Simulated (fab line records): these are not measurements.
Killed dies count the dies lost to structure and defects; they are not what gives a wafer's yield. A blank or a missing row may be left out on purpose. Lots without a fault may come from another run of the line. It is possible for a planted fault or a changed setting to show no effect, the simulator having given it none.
The tool behind it: which one? | flow n5_finfet | Sampling: 10 lots, 30 wafers, 5 of 1938 route steps

== WHAT THE GAUGES SHOWED, per wafer ==
No reading from a measuring or inspecting step in the record can be judged against a usual standard deviation.

== WHAT TOOL EACH LOT RAN ON (gives the tool, then ch and the chambers of the sampled wafers, and finally the start) ==
lot  | N5_MOL_CONTACT_COAG_DESCUM_13      | N5_MOL_CONTACT_COAG_ETCH_59        | N5_MOL_CONTACT_COAG_STRIP_98       | N5_MOL_CONTACT_COAG_IMPLANT_129 | N5_PASSIVATION_PROBE_49
L395 | rie_diel-06 ch 2,3, day 5 01:06    | rie_diel-06 ch 2,3, day 5 01:08    | rie_diel-06 ch 2,3, day 5 01:26    | implanter-01 ch 0, day 5 01:32  | prober-01, day 14 00:47
L400 | rie_diel-06 ch 0,2,3, day 6 07:01  | rie_diel-06 ch 0,2,3, day 6 07:03  | rie_diel-06 ch 0,2,3, day 6 07:20  | implanter-02 ch 0, day 6 07:31  | prober-02, day 15 11:35
L402 | rie_diel-06 ch 1,3, day 6 16:31    | rie_diel-06 ch 1,3, day 6 16:33    | rie_diel-06 ch 1,3, day 6 16:51    | implanter-02 ch 0, day 6 16:59  | prober-01, day 15 04:16
L405 | rie_diel-03 ch 1,2,3, day 7 08:05  | rie_diel-03 ch 1,2,3, day 7 08:08  | rie_diel-03 ch 1,2,3, day 7 08:25  | implanter-02 ch 0, day 7 08:31  | prober-01, day 17 01:08
L406 | rie_diel-05 ch 1,2,3, day 7 17:55  | rie_diel-05 ch 1,2,3, day 7 17:56  | rie_diel-05 ch 1,2,3, day 7 18:14  | implanter-02 ch 0, day 7 18:22  | prober-02, day 17 09:58
L407 | rie_diel-05 ch 2,3, day 7 23:55    | rie_diel-05 ch 2,3, day 7 23:56    | rie_diel-05 ch 2,3, day 8 00:14    | implanter-01 ch 0, day 8 00:22  | prober-01, day 17 11:57
L412 | rie_diel-03 ch 0,1, day 9 04:32    | rie_diel-03 ch 0,1, day 9 04:34    | rie_diel-03 ch 0,1, day 9 04:52    | implanter-02 ch 0, day 9 05:01  | prober-01, day 20 06:28
L415 | rie_diel-06 ch 0,1,3, day 10 01:00 | rie_diel-06 ch 0,1,3, day 10 01:02 | rie_diel-06 ch 0,1,3, day 10 01:20 | implanter-01 ch 0, day 10 01:26 | prober-02, day 20 09:06
L416 | rie_diel-03 ch 0,3, day 10 08:34   | rie_diel-03 ch 0,3, day 10 08:37   | rie_diel-03 ch 0,3, day 10 08:54   | implanter-01 ch 0, day 10 09:00 | prober-01, day 20 23:03
L417 | rie_diel-03 ch 2,3, day 10 15:08   | rie_diel-03 ch 2,3, day 10 15:10   | rie_diel-03 ch 2,3, day 10 15:28   | implanter-01 ch 0, day 10 15:34 | prober-01, day 20 09:09
- N5_MOL_CONTACT_COAG_DESCUM_13: chemistry O2, time 7 s.
- N5_MOL_CONTACT_COAG_ETCH_59: etches underlayer in N2/H2, target depth 13 nm, time 10.4 s.
- N5_MOL_CONTACT_COAG_STRIP_98: strips in N2/H2.
- N5_MOL_CONTACT_COAG_IMPLANT_129
- N5_PASSIVATION_PROBE_49

== WHAT THE TOOLS THEMSELVES READ (means of the sampled wafers that have a number; where no wafer has one, the mark that the record gives instead) ==
N5_MOL_CONTACT_COAG_DESCUM_13. Usual: drypump_motor_current_A 5.48 A, standard deviation 0.22; oes_product_au 0.80 a.u., standard deviation 0.078; rf_vpp_V 243.1 V, standard deviation 1.3; showerhead_plenum_p_Torr 2.09 Torr, standard deviation 0.066; throttle_valve_pct 20.36 %, standard deviation 0.26.
lot  | tool        | drypump_motor_current_A (A) | oes_product_au (a.u.) | rf_vpp_V (V) | showerhead_plenum_p_Torr (Torr) | throttle_valve_pct (%) | flag
L395 | rie_diel-06 | 5.30                        | 0.78                  | 243.5        | 2.10                            | 20.27                  |
L400 | rie_diel-06 | 5.36                        | 0.77                  | 242.1        | 2.07                            | 20.42                  |
L402 | rie_diel-06 | 5.68                        | 0.81                  | 244.2        | 2.11                            | 20.11                  |
L405 | rie_diel-03 | 5.45                        | 0.84                  | 243.2        | 2.06                            | 20.34                  |
L406 | rie_diel-05 | 5.69                        | 0.78                  | 243.2        | 2.12                            | 20.43                  |
L407 | rie_diel-05 | 5.81                        | 0.79                  | 243.4        | 2.10                            | 20.29                  |
L412 | rie_diel-03 | 5.44                        | 0.82                  | 243.3        | 2.11                            | 20.14                  |
L415 | rie_diel-06 | 5.56                        | 0.77                  | 242.3        | 2.06                            | 20.39                  |
L416 | rie_diel-03 | 5.40                        | 0.76                  | 243.4        | 2.10                            | 20.52                  |
L417 | rie_diel-03 | 5.38                        | 0.80                  | 241.6        | 2.05                            | 20.60                  |

N5_MOL_CONTACT_COAG_ETCH_59. Usual: bias_w is 150.0 W with standard deviation 0.47, drypump_motor_current_A is 5.49 A with standard deviation 0.23, etch_rf_on_time_s is 10.40 s with standard deviation 0.16, oes_product_au is 0.68 a.u. with standard deviation 0.066, rf_vpp_V is 523.8 V with standard deviation 2.3, showerhead_plenum_p_Torr is 2.54 Torr with standard deviation 0.078, and throttle_valve_pct is 17.79 % with standard deviation 0.22.
lot  | tool        | bias_w (W) | drypump_motor_current_A (A) | etch_rf_on_time_s (s) | oes_product_au (a.u.) | rf_vpp_V (V) | showerhead_plenum_p_Torr (Torr) | throttle_valve_pct (%) | flag
L395 | rie_diel-06 | 150.5      | 5.29                        | 10.31                 | 0.66                  | 523.7        | 2.55                            | 17.71                  |
L400 | rie_diel-06 | 150.0      | 5.38                        | 10.33                 | 0.66                  | 523.2        | 2.51                            | 17.85                  |
L402 | rie_diel-06 | 150.2      | 5.68                        | 10.19                 | 0.70                  | 524.6        | 2.57                            | 17.65                  |
L405 | rie_diel-03 | 149.7      | 5.45                        | 10.37                 | 0.72                  | 523.2        | 2.50                            | 17.75                  |
L406 | rie_diel-05 | 150.3      | 5.69                        | 10.58                 | 0.66                  | 525.4        | 2.58                            | 17.84                  |
L407 | rie_diel-05 | 150.5      | 5.83                        | 10.70                 | 0.67                  | 524.0        | 2.54                            | 17.66                  |
L412 | rie_diel-03 | 150.2      | 5.45                        | 10.51                 | 0.70                  | 524.6        | 2.57                            | 17.58                  |
L415 | rie_diel-06 | 149.9      | 5.57                        | 10.30                 | 0.66                  | 523.2        | 2.51                            | 17.86                  |
L416 | rie_diel-03 | 149.8      | 5.41                        | 10.49                 | 0.65                  | 523.8        | 2.55                            | 17.88                  |
L417 | rie_diel-03 | 150.0      | 5.39                        | 10.33                 | 0.69                  | 521.9        | 2.49                            | 17.99                  |

N5_MOL_CONTACT_COAG_STRIP_98. Usual: drypump_motor_current_A 5.50 A, standard deviation 0.22; oes_product_au 0.80 a.u., standard deviation 0.078; rf_vpp_V 54.5 V, standard deviation 1.5; showerhead_plenum_p_Torr 3.36 Torr, standard deviation 0.099; throttle_valve_pct 18.86 %, standard deviation 0.24.
lot  | tool        | drypump_motor_current_A (A) | oes_product_au (a.u.) | rf_vpp_V (V) | showerhead_plenum_p_Torr (Torr) | throttle_valve_pct (%) | flag
L395 | rie_diel-06 | 5.31                        | 0.78                  | 55.2         | 3.36                            | 18.84                  |
L400 | rie_diel-06 | 5.39                        | 0.77                  | 55.2         | 3.32                            | 18.95                  |
L402 | rie_diel-06 | 5.71                        | 0.82                  | 55.5         | 3.40                            | 19.02                  |
L405 | rie_diel-03 | 5.46                        | 0.85                  | 55.3         | 3.31                            | 18.79                  |
L406 | rie_diel-05 | 5.71                        | 0.78                  | 55.3         | 3.40                            | 18.88                  |
L407 | rie_diel-05 | 5.83                        | 0.79                  | 53.4         | 3.36                            | 18.57                  |
L412 | rie_diel-03 | 5.47                        | 0.83                  | 53.9         | 3.39                            | 18.67                  |
L415 | rie_diel-06 | 5.58                        | 0.77                  | 54.9         | 3.31                            | 19.10                  |
L416 | rie_diel-03 | 5.43                        | 0.76                  | 55.7         | 3.37                            | 18.77                  |
L417 | rie_diel-03 | 5.43                        | 0.81                  | 53.4         | 3.30                            | 18.95                  |

N5_MOL_CONTACT_COAG_IMPLANT_129. Usual: beam_energy_keV 3.0001, standard deviation 0.00096; end_station_pressure_torr 5.7e-06 Torr, standard deviation 3.2e-07.
lot  | tool         | beam_energy_keV | end_station_pressure_torr (Torr) | flag
L395 | implanter-01 | 2.9995          | 5.9e-06                          |
L400 | implanter-02 | 3.0003          | 5.3e-06                          |
L402 | implanter-02 | 3.0000          | 5.8e-06                          |
L405 | implanter-02 | 3.0001          | 5.6e-06                          |
L406 | implanter-02 | 10.0487         | 1.1e-05                          | OFF
L407 | implanter-01 | 3.0006          | 5.7e-06                          |
L412 | implanter-02 | 10.0467         | 1.1e-05                          | OFF
L415 | implanter-01 | 3.0004          | 6.0e-06                          |
L416 | implanter-01 | 3.0001          | 5.6e-06                          |
L417 | implanter-01 | 2.9984          | 5.7e-06                          |

N5_PASSIVATION_PROBE_49. Usual: killed_at_M0_to_M3 36, standard deviation 11; killed_at_M4_up 13, standard deviation 5.1; killed_at_contacts 14, standard deviation 4.9; killed_at_front_end 41, standard deviation 10; killed_at_other 3.4, standard deviation 2.6; killed_dies 107, standard deviation 16; killed_open 70, standard deviation 11; killed_short 36, standard deviation 7.8.
lot  | tool      | killed_at_M0_to_M3 | killed_at_M4_up | killed_at_contacts | killed_at_front_end | killed_at_other | killed_dies | killed_open | killed_short | flag
L395 | prober-01 | 46                 | 14              | 14                 | 40                  | 5.0             | 118         | 75          | 41           |
L400 | prober-02 | 39                 | 7               | 12                 | 50                  | 1.3             | 110         | 67          | 42           |
L402 | prober-01 | 33                 | 11              | 15                 | 32                  | 3.0             | 95          | 64          | 30           |
L405 | prober-01 | 32                 | 17              | 15                 | 58                  | 3.7             | 126         | 87          | 37           |
L406 | prober-02 | 42                 | 14              | 12                 | 37                  | 2.3             | 108         | 71          | 34           |
L407 | prober-01 | 42                 | 17              | 12                 | 42                  | 5.3             | 119         | 73          | 45           |
L412 | prober-01 | 50                 | 10              | 14                 | 44                  | 4.7             | 122         | 82          | 39           |
L415 | prober-02 | 49                 | 7               | 13                 | 34                  | 1.3             | 104         | 69          | 34           |
L416 | prober-01 | 52                 | 17              | 8                  | 44                  | 1.7             | 123         | 78          | 42           |
L417 | prober-01 | 39                 | 16              | 11                 | 39                  | 1.0             | 106         | 65          | 36           |

== THE ANSWER, worked out from the rows above alone ==
Rule: lot off if the mean of its wafers having a number is beyond 3 standard deviations from the usual mean. A lot without any number at a reading at which 4 lots or more have one is off too. Where the step has rows for the other lots, those lots are counted as sound. First the gauges in route order, then the tools' own readings, where a lot's mean is used as printed above. At the first step where some lot is off, the reading lying furthest off is the one used; lots without a number count as furthest.
Off at N5_MOL_CONTACT_COAG_IMPLANT_129 (beam_energy_keV): L406, L412.
If a tool, at that step or one of the process steps before it, ran each lot that is off and ran no sound lot following the first of them, it fits. One candidate fits, namely implanter-02 at N5_MOL_CONTACT_COAG_IMPLANT_129. Its last sound lot is L405 (day 7 08:31), its first lot that is off L406 (day 7 18:22): a fault that began between those two fits.
The tool's own readings at N5_MOL_CONTACT_COAG_IMPLANT_129 bear it out: on the lots that are off they differ by more than 5 times the standard deviation of the sound lots' means. beam_energy_keV reads 10.0477 there against 2.9999 on the sound lots; end_station_pressure_torr reads 1.1e-05 Torr there against 5.7e-06 Torr on the sound lots.

== WHAT THE SIMULATOR PUT IN ==
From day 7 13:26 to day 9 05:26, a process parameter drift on implanter-02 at N5_MOL_CONTACT_COAG_IMPLANT_129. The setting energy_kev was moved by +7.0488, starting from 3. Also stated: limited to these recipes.
Lots struck among those shown: L406, L412. The rule above found the same.
